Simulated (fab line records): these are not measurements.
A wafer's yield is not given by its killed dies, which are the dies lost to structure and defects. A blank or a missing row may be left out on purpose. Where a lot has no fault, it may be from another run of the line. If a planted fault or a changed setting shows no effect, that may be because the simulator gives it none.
fab line records    flow n5_finfet
record lots=24  wafers=72  last_day=17
route steps=1938 shown BEOL_M11@1579 BEOL_M12@1614 BEOL_M13@1670
lots that met no fault: from a run of the same line without faults
start_h: hours from the record's opening day to when the first of the lot's shown wafers began    wait_h: how many hours have passed since the lot's step before this one    " as in the row above    L1.1+2: a single row standing in for several wafers    - no value present, or no start provided    * or withheld: withheld    < > ~ a bound
route shown NAME@n: names a module that has steps shown in the file, with the first one's number in the route    usual: mean/standard deviation of fault-free wafers    same: alike in all rows    chamber/n: place in a boat    sites: readings site by site    _std_site: their standard deviation    _edge_site: mean of outer sites minus mean of inner sites    radius_mm: how far each site lies from the wafer's centre    mask NAME#n: copy n    behind: the last tool/chamber to shape the wafer    hold: cause of the lot's hold/its duration in hours/its outcome    device: transistor that didn't switch, given as n, p or np    end of line: the same wafers' tests at the end of the route    a step without rows: its recipe alone    killed: dies lost to structure and defects at the first sort, not the wafer's yield    map: shows each die of a wafer: x if killed, . if not, _ if none is there
set.NAME: setting as actually run; set.NAME@STEP: the setting as run at that earlier step    model.NAME: the simulator's own value behind a step, which no gauge read
a sample of lots followed through the steps of the route, with each step as a table and each wafer as a row
services: a tool's chamber out of use, with start hour (start_h, from the record's first day; less than 0 if before it), hours out, and reason
## steps
# step N5_BEOL_M11_ETCH_41
# recipe chemistry=CH3F/O2  target=SiCN  target_depth_a=426  taper_deg=2  time_s=86  ion_energy_ev=120  mask_material=TiN  pressure_mtorr=30  source_w=395  bias_w=75  Ar_flow_sccm=150  CH3F_flow_sccm=30  O2_flow_sccm=20
# usual CH3F_flow_sccm=30.01/0.085  drypump_motor_current_A=5.9/0.58  oes_product_au=0.77/0.066  rf_vpp_V=297.1/1.5  showerhead_plenum_p_Torr=1.98/0.068  throttle_valve_pct=16.23/0.21
lot.wafer  tool         chamber  start_h  wait_h  CH3F_flow_sccm  drypump_motor_current_A  oes_product_au  rf_hours_counter_h  rf_vpp_V  showerhead_plenum_p_Torr  throttle_valve_pct
L075.2     rie_diel-04  3        -        -       30.06           6.7                      0.79            150                 296.1     1.91                      16.05
L075.5     "            3        "        "       30.05           6.6                      0.79            -                   295.4     1.91                      16.06
L075.6     "            2        "        "       30.23           5.7                      0.71            -                   295.4     1.90                      16.16
L076.3     rie_diel-01  2        -        -       30.10           6.8                      0.77            138                 296.8     1.91                      15.92
L076.4     "            3        "        "       29.88           6.3                      0.71            197                 296.9     1.97                      16.09
L076.6     "            0        "        "       30.00           5.1                      0.86            -                   295.8     1.94                      15.90
L077.2     rie_diel-01  3        -        -       30.04           6.3                      0.71            197                 297.3     1.97                      16.11
L077.4     "            0        "        "       29.96           5.1                      0.87            55                  297.3     1.94                      15.90
L077.6     "            0        "        "       30.02           5.1                      0.87            -                   296.6     1.94                      15.93
L074.1     rie_diel-02  2        -        -       29.91           6.2                      0.86            40                  300.5     2.12                      16.10
L074.3     "            0        "        "       29.90           5.6                      0.89            19                  298.5     2.04                      16.21
L074.5     "            1        "        "       29.93           5.3                      0.74            -                   296.5     1.99                      16.32
L079.1     rie_diel-04  2        -        -       29.93           5.6                      0.71            191                 296.0     1.90                      16.17
L079.3     "            0        "        "       30.15           6.1                      0.71            196                 300.0     2.07                      16.43
L079.5     "            1        "        "       29.94           5.0                      0.86            -                   297.8     2.04                      16.31
L078.4     rie_diel-02  1        -        -       30.09           5.4                      0.74            185                 298.1     1.99                      16.33
L078.5     "            1        "        "       30.02           5.4                      0.74            -                   298.9     1.99                      16.31
L078.6     "            2        "        "       30.00           6.2                      0.86            -                   299.3     2.12                      16.09
L080.2     rie_diel-02  1        -        -       30.01           5.4                      0.74            186                 296.6     1.99                      16.33
L080.3     "            2        "        "       29.96           6.2                      0.86            43                  300.1     2.12                      16.11
L080.6     "            1        "        "       30.02           5.3                      0.74            -                   297.8     1.99                      16.33
L081.1     rie_diel-01  1        -        -       29.92           6.3                      0.83            68                  297.6     2.04                      16.50
L081.4     "            3        "        "       30.00           6.3                      0.71            205                 297.1     1.97                      16.09
L081.5     "            3        "        "       29.93           6.3                      0.70            -                   295.6     1.97                      16.11
L082.2     rie_diel-01  2        -        -       30.08           6.8                      0.76            149                 296.1     1.91                      15.94
L082.4     "            1        "        "       30.10           6.3                      0.82            71                  299.1     2.04                      16.48
L082.5     "            3        "        "       29.84           6.3                      0.71            -                   296.0     1.97                      16.12
L083.1     rie_diel-04  1        -        -       30.06           5.0                      0.82            65                  298.0     2.04                      16.33
L083.3     "            2        "        "       30.14           5.6                      0.70            201                 295.7     1.89                      16.20
L083.4     "            1        "        "       29.95           5.0                      0.83            -                   298.4     2.04                      16.33
L084.1     rie_diel-04  3        -        -       29.91           6.7                      0.77            169                 295.2     1.90                      16.11
L084.2     "            0        "        "       29.84           6.1                      0.71            206                 300.5     2.06                      16.47
L084.4     "            1        "        "       30.14           5.0                      0.83            68                  295.1     2.03                      16.33
L085.2     rie_diel-02  2        -        -       30.11           6.2                      0.84            52                  299.8     2.11                      16.11
L085.3     "            0        "        "       29.98           5.6                      0.88            28                  297.8     2.03                      16.23
L085.6     "            3        "        "       29.93           6.0                      0.68            -                   296.5     1.98                      16.71
L086.2     rie_diel-01  1        -        -       30.04           6.4                      0.81            82                  298.1     2.03                      16.53
L086.4     "            2        "        "       29.99           6.8                      0.76            160                 297.1     1.91                      15.95
L086.5     "            0        "        "       29.82           5.1                      0.84            -                   296.7     1.93                      15.94
L087.1     rie_diel-04  0        -        -       30.13           6.1                      0.70            213                 298.6     2.06                      16.46
L087.5     "            2        "        "       29.93           5.7                      0.70            -                   294.1     1.89                      16.20
L087.6     "            0        "        "       30.01           6.1                      0.70            -                   298.6     2.06                      16.45
L088.4     rie_diel-01  0        -        -       30.00           5.1                      0.83            80                  297.4     1.93                      15.95
L088.5     "            0        "        "       29.80           5.1                      0.83            -                   295.4     1.93                      15.96
L088.6     "            1        "        "       30.06           6.3                      0.81            -                   297.6     2.03                      16.51
L089.2     rie_diel-04  3        -        -       29.90           6.7                      0.77            178                 296.8     1.90                      16.10
L089.5     "            0        "        "       30.08           6.1                      0.69            -                   300.0     2.06                      16.47
L089.6     "            1        "        "       29.97           5.0                      0.82            -                   296.1     2.03                      16.33
L091.2     rie_diel-04  2        -        -       29.93           5.7                      0.69            211                 295.0     1.89                      16.22
L091.5     "            2        "        "       30.10           5.7                      0.68            -                   294.7     1.89                      16.22
L091.6     "            1        "        "       30.01           5.0                      0.81            -                   296.5     2.03                      16.35
L090.2     rie_diel-04  2        -        -       29.96           5.7                      0.69            215                 294.9     1.89                      16.23
L090.3     "            3        "        "       29.89           6.7                      0.77            185                 295.8     1.90                      16.13
L090.5     "            3        "        "       30.10           6.7                      0.76            -                   296.1     1.90                      16.12
L092.2     rie_diel-02  0        -        -       30.08           5.6                      0.84            40                  296.3     2.03                      16.26
L092.4     "            1        "        "       30.12           5.4                      0.71            206                 296.8     1.99                      16.36
L092.5     "            1        "        "       30.08           5.4                      0.71            -                   297.6     1.98                      16.38
L094.2     rie_diel-04  1        -        -       30.08           5.0                      0.81            82                  297.5     2.03                      16.37
L094.3     "            2        "        "       30.08           5.7                      0.69            215                 295.4     1.89                      16.21
L094.5     "            2        "        "       30.03           5.7                      0.68            -                   294.0     1.89                      16.23
L093.2     rie_diel-01  1        -        -       30.05           6.3                      0.80            96                  297.5     2.03                      16.56
L093.3     "            0        "        "       30.02           5.1                      0.82            89                  295.9     1.93                      15.97
L093.6     "            0        "        "       30.15           5.1                      0.82            -                   296.4     1.93                      15.99
L095.2     rie_diel-02  1        -        -       30.04           5.3                      0.71            212                 298.0     1.98                      16.38
L095.4     "            3        "        "       30.10           6.0                      0.68            227                 296.5     1.97                      16.73
L095.5     "            2        "        "       30.05           6.2                      0.82            -                   299.7     2.11                      16.14
L097.3     rie_diel-01  0        -        -       30.01           5.1                      0.81            95                  295.7     1.92                      15.98
L097.4     "            2        "        "       30.09           6.8                      0.73            178                 295.7     1.90                      15.99
L097.6     "            3        "        "       30.08           6.3                      0.68            -                   294.7     1.96                      16.15
L096.1     rie_diel-02  2        -        -       30.12           6.2                      0.81            73                  298.6     2.11                      16.15
L096.4     "            3        "        "       30.09           6.0                      0.67            -                   297.4     1.97                      16.75
L096.6     "            2        "        "       29.91           6.2                      0.81            -                   300.8     2.11                      16.14
# step N5_BEOL_M11_DEP_56
# recipe material=SiCN  target_thk_a=300  temp_c=withheld  precursor=3MS/NH3  pressure_torr=3  rf_w=675  time_s=10.5
# usual showerhead_plenum_p_Torr=4.169/0.023  throttle_valve_pct=18.2/1.2
lot.wafer  tool      chamber  start_h  wait_h  showerhead_plenum_p_Torr  throttle_valve_pct
L075.2     pecvd-02  0        240.04   0.0     4.184                     16.9
L075.5     "         2        "        "       4.202                     17.8
L075.6     "         1        "        "       4.152                     19.1
L076.3     pecvd-02  1        241.92   0.0     4.149                     18.9
L076.4     "         0        "        "       4.200                     17.0
L076.6     "         2        "        "       4.189                     17.5
L077.2     pecvd-04  2        242.44   0.0     4.151                     19.8
L077.4     "         2        "        "       4.155                     19.8
L077.6     "         1        "        "       4.102                     18.5
L074.1     pecvd-02  1        254.73   0.0     4.147                     19.2
L074.3     "         0        "        "       4.180                     17.2
L074.5     "         1        "        "       4.158                     19.0
L079.1     pecvd-03  0        260.11   0.0     4.194                     18.9
L079.3     "         0        "        "       4.186                     18.7
L079.5     "         1        "        "       4.165                     18.8
L078.4     pecvd-03  0        260.40   0.0     4.181                     18.8
L078.5     "         0        "        "       4.189                     18.9
L078.6     "         1        "        "       4.176                     18.7
L080.2     pecvd-02  0        262.96   0.0     4.192                     17.3
L080.3     "         1        "        "       4.163                     19.1
L080.6     "         1        "        "       4.149                     19.2
L081.1     pecvd-03  1        268.52   0.0     4.182                     18.7
L081.4     "         0        "        "       4.184                     18.7
L081.5     "         1        "        "       4.181                     18.8
L082.2     pecvd-03  1        275.38   0.0     4.163                     18.7
L082.4     "         1        "        "       4.163                     18.9
L082.5     "         2        "        "       4.161                     15.9
L083.1     pecvd-03  2        288.04   0.0     4.169                     15.9
L083.3     "         1        "        "       4.168                     18.8
L083.4     "         1        "        "       4.171                     18.7
L084.1     pecvd-03  0        295.58   0.0     4.177                     18.9
L084.2     "         1        "        "       4.166                     18.7
L084.4     "         2        "        "       4.169                     15.9
L086.2     pecvd-03  2        304.95   0.0     4.170                     16.0
L086.4     "         2        "        "       4.165                     16.0
L086.5     "         1        "        "       4.167                     18.7
L085.2     pecvd-04  0        305.05   0.0     4.143                     17.9
L085.3     "         1        "        "       4.107                     18.9
L085.6     "         1        "        "       4.101                     18.9
L087.1     pecvd-04  1        315.11   0.0     4.110                     18.9
L087.5     "         0        "        "       4.149                     17.8
L087.6     "         1        "        "       4.105                     18.9
L088.4     pecvd-03  1        319.36   0.0     4.171                     18.6
L088.5     "         2        "        "       4.165                     16.2
L088.6     "         0        "        "       4.182                     18.9
L089.2     pecvd-02  1        320.38   0.0     4.144                     19.0
L089.5     "         2        "        "       4.195                     17.7
L089.6     "         1        "        "       4.162                     19.2
L091.2     pecvd-02  0        326.72   0.0     4.191                     17.4
L091.5     "         2        "        "       4.203                     17.9
L091.6     "         1        "        "       4.162                     18.9
L090.2     pecvd-03  2        339.49   0.0     4.167                     16.0
L090.3     "         0        "        "       4.180                     18.8
L090.5     "         2        "        "       4.176                     15.9
L092.2     pecvd-04  0        339.84   0.0     4.151                     17.7
L092.4     "         1        "        "       4.091                     19.2
L092.5     "         2        "        "       4.151                     20.2
L094.2     pecvd-02  1        341.91   0.0     4.154                     18.9
L094.3     "         0        "        "       4.194                     17.4
L094.5     "         2        "        "       4.205                     17.8
L093.2     pecvd-03  2        349.47   0.0     4.167                     16.1
L093.3     "         0        "        "       4.186                     18.9
L093.6     "         0        "        "       4.179                     19.1
L095.2     pecvd-03  1        352.97   0.0     4.168                     18.8
L095.4     "         0        "        "       4.179                     18.9
L095.5     "         1        "        "       4.168                     18.8
L097.3     pecvd-03  1        367.67   0.0     4.172                     19.0
L097.4     "         0        "        "       4.179                     19.1
L097.6     "         1        "        "       4.168                     18.5
L096.1     pecvd-03  0        368.09   0.0     4.185                     19.2
L096.4     "         0        "        "       4.178                     19.1
L096.6     "         2        "        "       4.176                     16.3
# step N5_BEOL_M12_INSPECT_12
# recipe mode=adi  inspect_instrument=macro
# usual raw_defect_count=2.1/1.4
lot.wafer  tool               chamber  start_h  wait_h  raw_defect_count
L075.2     defect_inspect-02  -        240.78   0.0     1
L075.5     "                  -        "        "       2
L075.6     "                  -        "        "       1
L076.3     defect_inspect-02  -        242.58   0.0     2
L076.4     "                  -        "        "       3
L076.6     "                  -        "        "       1
L077.2     defect_inspect-02  -        243.06   0.0     1
L077.4     "                  -        "        "       3
L077.6     "                  -        "        "       2
L074.1     defect_inspect-01  -        255.39   0.0     1
L074.3     "                  -        "        "       2
L074.5     "                  -        "        "       0
L079.1     defect_inspect-01  -        260.87   0.0     0
L079.3     "                  -        "        "       1
L079.5     "                  -        "        "       3
L078.4     defect_inspect-01  -        261.86   0.0     8
L078.5     "                  -        "        "       2
L078.6     "                  -        "        "       5
L080.2     defect_inspect-02  -        263.72   0.0     1
L080.3     "                  -        "        "       4
L080.6     "                  -        "        "       1
L081.1     defect_inspect-02  -        269.13   0.0     4
L081.4     "                  -        "        "       2
L081.5     "                  -        "        "       1
L082.2     defect_inspect-02  -        276.12   0.0     2
L082.4     "                  -        "        "       1
L082.5     "                  -        "        "       2
L083.1     defect_inspect-02  -        288.78   0.0     1
L083.3     "                  -        "        "       2
L083.4     "                  -        "        "       1
L084.1     defect_inspect-01  -        296.32   0.0     2
L084.2     "                  -        "        "       1
L084.4     "                  -        "        "       1
L086.2     defect_inspect-01  -        305.70   0.0     1
L086.4     "                  -        "        "       4
L086.5     "                  -        "        "       1
L085.2     defect_inspect-01  -        305.86   0.0     0
L085.3     "                  -        "        "       1
L085.6     "                  -        "        "       2
L087.1     defect_inspect-01  -        315.72   0.0     1
L087.5     "                  -        "        "       0
L087.6     "                  -        "        "       4
L088.4     defect_inspect-02  -        320.08   0.0     2
L088.5     "                  -        "        "       4
L088.6     "                  -        "        "       4
L089.2     defect_inspect-02  -        321.13   0.0     2
L089.5     "                  -        "        "       2
L089.6     "                  -        "        "       2
L091.2     defect_inspect-02  -        327.46   0.0     0
L091.5     "                  -        "        "       5
L091.6     "                  -        "        "       0
L090.2     defect_inspect-01  -        340.23   0.0     0
L090.3     "                  -        "        "       2
L090.5     "                  -        "        "       3
L092.2     defect_inspect-01  -        340.46   0.0     2
L092.4     "                  -        "        "       5
L092.5     "                  -        "        "       1
L094.2     defect_inspect-02  -        342.65   0.0     1
L094.3     "                  -        "        "       4
L094.5     "                  -        "        "       3
L093.2     defect_inspect-02  -        350.08   0.0     4
L093.3     "                  -        "        "       6
L093.6     "                  -        "        "       2
L095.2     defect_inspect-02  -        353.71   0.0     1
L095.4     "                  -        "        "       4
L095.5     "                  -        "        "       2
L097.3     defect_inspect-02  -        368.41   0.0     1
L097.4     "                  -        "        "       2
L097.6     "                  -        "        "       1
L096.1     defect_inspect-02  -        368.83   0.0     4
L096.4     "                  -        "        "       0
L096.6     "                  -        "        "       2
# step N5_BEOL_M12_OCD_MEAS_35
# usual trench_depth_nm=321/5.3
lot.wafer  tool    chamber  start_h  wait_h  trench_depth_nm
L075.2     ocd-02  -        242.25   0.0     326
L075.5     "       -        "        "       327
L075.6     "       -        "        "       326
L076.3     ocd-01  -        244.19   0.0     325
L076.4     "       -        "        "       313
L076.6     "       -        "        "       326
L077.2     ocd-01  -        244.59   0.0     332
L077.4     "       -        "        "       318
L077.6     "       -        "        "       320
L074.1     ocd-02  -        256.99   0.0     317
L074.3     "       -        "        "       327
L074.5     "       -        "        "       329
L079.1     ocd-01  -        262.33   0.0     315
L079.3     "       -        "        "       311
L079.5     "       -        "        "       311
L078.4     ocd-01  -        263.44   0.0     312
L078.5     "       -        "        "       321
L078.6     "       -        "        "       322
L080.2     ocd-02  -        265.35   0.0     322
L080.3     "       -        "        "       322
L080.6     "       -        "        "       318
L081.1     ocd-02  -        270.72   0.0     330
L081.4     "       -        "        "       328
L081.5     "       -        "        "       324
L082.2     ocd-02  -        278.05   0.0     328
L082.4     "       -        "        "       330
L082.5     "       -        "        "       313
L083.1     ocd-01  -        290.45   0.0     311
L083.3     "       -        "        "       320
L083.4     "       -        "        "       328
L084.1     ocd-01  -        298.32   0.0     320
L084.2     "       -        "        "       320
L084.4     "       -        "        "       318
L086.2     ocd-01  -        307.16   0.0     326
L086.4     "       -        "        "       319
L086.5     "       -        "        "       325
L085.2     ocd-02  -        307.32   0.0     324
L085.3     "       -        "        "       329
L085.6     "       -        "        "       330
L087.1     ocd-02  -        317.31   0.0     311
L087.5     "       -        "        "       324
L087.6     "       -        "        "       330
L088.4     ocd-01  -        322.00   0.0     323
L088.5     "       -        "        "       320
L088.6     "       -        "        "       309
L089.2     ocd-02  -        323.08   0.0     324
L089.5     "       -        "        "       321
L089.6     "       -        "        "       324
L091.2     ocd-02  -        329.05   0.0     321
L091.5     "       -        "        "       312
L091.6     "       -        "        "       320
L090.2     ocd-01  -        341.98   0.0     325
L090.3     "       -        "        "       316
L090.5     "       -        "        "       320
L092.2     ocd-02  -        342.09   0.0     317
L092.4     "       -        "        "       320
L092.5     "       -        "        "       324
L094.2     ocd-02  -        344.11   0.0     320
L094.3     "       -        "        "       319
L094.5     "       -        "        "       318
L093.2     ocd-01  -        351.54   0.0     322
L093.3     "       -        "        "       322
L093.6     "       -        "        "       321
L095.2     ocd-02  -        355.30   0.0     318
L095.4     "       -        "        "       309
L095.5     "       -        "        "       317
L097.3     ocd-01  -        370.00   0.0     321
L097.4     "       -        "        "       318
L097.6     "       -        "        "       323
L096.1     ocd-02  -        370.29   0.0     320
L096.4     "       -        "        "       327
L096.6     "       -        "        "       319
# step N5_BEOL_M12_SPUTTER_44
# recipe material=Ta  target_thk_a=100  temp_c=50  bias_v=80  power_w=15000  chamber_pressure_pa=0.07  time_s=16.13
# usual throttle_valve_pct=29.6/0.93
lot.wafer  tool            chamber  start_h  wait_h  throttle_valve_pct
L075.2     pvd_sputter-03  -        244.70   0.0     29.1
L075.5     "               -        "        "       30.5
L075.6     "               -        "        "       29.6
L076.3     pvd_sputter-02  -        245.14   0.0     29.0
L076.4     "               -        "        "       30.9
L076.6     "               -        "        "       30.8
L077.2     pvd_sputter-01  -        245.37   0.0     29.8
L077.4     "               -        "        "       29.8
L077.6     "               -        "        "       29.8
L074.1     pvd_sputter-01  -        258.04   0.0     29.3
L074.3     "               -        "        "       27.7
L074.5     "               -        "        "       29.6
L079.1     pvd_sputter-02  -        263.75   0.0     30.8
L079.3     "               -        "        "       29.1
L079.5     "               -        "        "       31.0
L078.4     pvd_sputter-01  -        265.38   0.0     27.5
L078.5     "               -        "        "       27.9
L078.6     "               -        "        "       29.8
L080.2     pvd_sputter-03  -        270.20   0.0     30.7
L080.3     "               -        "        "       29.2
L080.6     "               -        "        "       30.4
L081.1     pvd_sputter-01  -        273.85   0.0     29.9
L081.4     "               -        "        "       29.5
L081.5     "               -        "        "       29.8
L082.2     pvd_sputter-02  -        278.94   0.0     29.8
L082.4     "               -        "        "       28.9
L082.5     "               -        "        "       31.0
L083.1     pvd_sputter-01  -        295.48   0.0     27.4
L083.3     "               -        "        "       29.7
L083.4     "               -        "        "       29.8
L084.1     pvd_sputter-02  -        298.80   0.0     28.8
L084.2     "               -        "        "       29.2
L084.4     "               -        "        "       30.7
L086.2     pvd_sputter-01  -        309.01   0.0     29.9
L086.4     "               -        "        "       29.2
L086.5     "               -        "        "       30.1
L085.2     pvd_sputter-02  -        309.23   0.0     30.5
L085.3     "               -        "        "       29.2
L085.6     "               -        "        "       29.1
L087.1     pvd_sputter-01  -        318.85   0.0     29.1
L087.5     "               -        "        "       29.8
L087.6     "               -        "        "       29.3
L088.4     pvd_sputter-02  -        322.85   0.0     30.8
L088.5     "               -        "        "       30.4
L088.6     "               -        "        "       29.6
L089.2     pvd_sputter-01  -        324.24   0.0     27.3
L089.5     "               -        "        "       27.5
L089.6     "               -        "        "       29.8
L091.2     pvd_sputter-02  -        330.33   0.0     30.3
L091.5     "               -        "        "       30.7
L091.6     "               -        "        "       30.3
L090.2     pvd_sputter-03  -        342.58   0.0     30.2
L090.3     "               -        "        "       29.8
L090.5     "               -        "        "       30.6
L092.2     pvd_sputter-03  -        342.90   0.0     29.1
L092.4     "               -        "        "       30.8
L092.5     "               -        "        "       28.9
L094.2     pvd_sputter-01  -        346.63   0.0     29.4
L094.3     "               -        "        "       29.3
L094.5     "               -        "        "       29.2
L093.2     pvd_sputter-01  -        356.01   0.0     29.2
L093.3     "               -        "        "       29.8
L093.6     "               -        "        "       29.7
L095.2     pvd_sputter-02  -        356.05   0.0     29.5
L095.4     "               -        "        "       28.9
L095.5     "               -        "        "       29.0
L097.3     pvd_sputter-02  -        372.74   0.0     31.0
L097.4     "               -        "        "       29.0
L097.6     "               -        "        "       30.5
L096.1     pvd_sputter-02  -        373.14   0.0     29.4
L096.4     "               -        "        "       31.1
L096.6     "               -        "        "       29.0
# step N5_BEOL_M13_OVL_MEAS_11
# recipe points_per_wafer=44
# usual V12_OVL=3/5
lot.wafer  tool        chamber  start_h  wait_h  V12_OVL[nm]
L075.2     overlay-02  0        246.35   0.0     -8
L075.5     "           0        "        "       0
L075.6     "           0        "        "       -2
L076.3     overlay-01  0        246.90   0.0     5
L076.4     "           0        "        "       3
L076.6     "           0        "        "       2
L077.2     overlay-01  0        247.26   0.0     4
L077.4     "           0        "        "       4
L077.6     "           0        "        "       12
L074.1     overlay-01  0        259.78   0.0     8
L074.3     "           0        "        "       2
L074.5     "           0        "        "       8
L079.1     overlay-01  0        265.39   0.0     6
L079.3     "           0        "        "       9
L079.5     "           0        "        "       7
L078.4     overlay-02  0        267.01   0.0     5
L078.5     "           0        "        "       5
L078.6     "           0        "        "       9
L080.2     overlay-02  0        271.80   0.0     3
L080.3     "           0        "        "       -1
L080.6     "           0        "        "       8
L081.1     overlay-02  0        275.58   0.0     -3
L081.4     "           0        "        "       -1
L081.5     "           0        "        "       -3
L082.2     overlay-02  0        281.15   0.0     7
L082.4     "           0        "        "       6
L082.5     "           0        "        "       6
L083.1     overlay-02  0        297.09   0.0     11
L083.3     "           0        "        "       10
L083.4     "           0        "        "       13
L084.1     overlay-02  0        300.59   0.0     7
L084.2     "           0        "        "       0
L084.4     "           0        "        "       6
L086.2     overlay-01  0        310.73   0.0     -1
L086.4     "           0        "        "       0
L086.5     "           0        "        "       -7
L085.2     overlay-02  0        310.84   0.0     0
L085.3     "           0        "        "       0
L085.6     "           0        "        "       6
L087.1     overlay-01  0        320.58   0.0     0
L087.5     "           0        "        "       3
L087.6     "           0        "        "       -1
L088.4     overlay-02  0        324.61   0.0     3
L088.5     "           0        "        "       0
L088.6     "           0        "        "       3
L089.2     overlay-02  0        325.85   0.0     -1
L089.5     "           0        "        "       8
L089.6     "           0        "        "       8
L091.2     overlay-01  0        331.94   0.0     2
L091.5     "           0        "        "       4
L091.6     "           0        "        "       3
L090.2     overlay-01  0        344.20   0.0     0
L090.3     "           0        "        "       12
L090.5     "           0        "        "       5
L092.2     overlay-02  0        344.63   0.0     1
L092.4     "           0        "        "       -8
L092.5     "           0        "        "       1
L094.2     overlay-01  0        348.40   0.0     -7
L094.3     "           0        "        "       -8
L094.5     "           0        "        "       -13
L093.2     overlay-02  0        357.74   0.0     5
L093.3     "           0        "        "       4
L093.6     "           0        "        "       -1
L095.2     overlay-01  0        357.90   0.0     0
L095.4     "           0        "        "       1
L095.5     "           0        "        "       2
L097.3     overlay-01  0        374.58   0.0     -2
L097.4     "           0        "        "       -1
L097.6     "           0        "        "       2
L096.1     overlay-02  0        374.87   0.0     -2
L096.4     "           0        "        "       7
L096.6     "           0        "        "       5
## services
tool            chamber  start_h  hours  kind
rie_diel-01     2        220.07   16.1   repair
pecvd-03        2        231.16   2.1    scheduled_down
pecvd-03        2        233.29   -      clean
pecvd-03        2        233.29   -      consumable_replace:showerhead
pecvd-03        2        233.29   29.0   scheduled_down
pecvd-03        2        233.29   29.0   vent_cycle
pecvd-04        0        247.73   2.1    scheduled_down
pecvd-02        2        262.76   15.1   repair
rie_diel-02     0        264.59   16.2   repair
pecvd-02        -        268.90   14.6   pm
rie_diel-02     -        271.50   14.6   pm
pecvd-04        1        292.16   6.6    repair
pecvd-03        -        300.66   0.8    pm
pvd_sputter-02  -        303.66   4.3    repair
rie_diel-04     1        310.45   4.1    repair
pecvd-04        -        320.93   1.3    repair
pecvd-03        2        323.58   5.5    scheduled_down
pvd_sputter-03  -        332.51   3.0    repair
pecvd-02        1        333.32   4.9    repair
pvd_sputter-02  -        342.91   6.3    repair
pecvd-04        1        345.74   5.5    scheduled_down
pecvd-02        1        360.59   10.1   repair
rie_diel-04     0        360.64   2.0    repair
rie_diel-02     0        361.79   5.2    repair
## key
fault none
